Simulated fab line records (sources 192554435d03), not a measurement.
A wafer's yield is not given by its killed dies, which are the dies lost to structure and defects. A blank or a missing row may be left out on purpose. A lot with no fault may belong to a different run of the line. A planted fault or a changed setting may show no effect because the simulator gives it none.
Chamber matching + flow n5-finfet + N5_BEOL_M5_PRE_CLEAN_77 on cvd-co-01: 3 sister chambers
The step time 15 s. 6 wafers are shown with their chamber, then 10 later ones without.

WAFERS, EACH WITH ITS CHAMBER
| wafer  | chamber | heater-power-w (W) |
|--------|---------|--------------------|
| L087.3 | 0       | 51                 |
| L093.1 | 1       | 115                |
| L093.2 | 0       | 53                 |
| L093.3 | 2       | 72                 |
| L092.1 | 1       | 117                |
| L092.2 | 2       | 70                 |

WAFERS MISSING THEIR CHAMBER
| wafer  | heater-power-w (W) |
|--------|--------------------|
| L092.3 | 51                 |
| L092.4 | 118                |
| L092.5 | 72                 |
| L092.6 | 52                 |
| L094.2 | 70                 |
| L094.4 | 53                 |
| L094.5 | 115                |
| L097.1 | 52                 |
| L097.3 | 71                 |
| L097.6 | 52                 |

EACH ONE'S CHAMBER
| wafer  | from the rows above | in truth |
|--------|---------------------|----------|
| L092.3 | 0                   | 0        |
| L092.4 | 1                   | 1        |
| L092.5 | 2                   | 2        |
| L092.6 | 0                   | 0        |
| L094.2 | 2                   | 2        |
| L094.4 | 0                   | 0        |
| L094.5 | 1                   | 1        |
| L097.1 | 0                   | 0        |
| L097.3 | 2                   | 2        |
| L097.6 | 0                   | 0        |
Correct placement for 10 of the 10. From these rows, 0 cannot be placed. 0 placed wrongly.
How it was worked out, from the rows above alone: a wafer's distance from a chamber is the root of the sum, over the readings, of the square of ((its reading less the chamber's mean) divided by the reading's scatter). The wafer belongs to the nearest chamber; if the next one is less than 2 further off, it can't be placed. Each chamber's mean is taken over the wafers shown for it. The scatter: take each reading less its chamber's mean, square it, sum over the shown wafers, divide by the number of wafers less the number of chambers, and take the root.
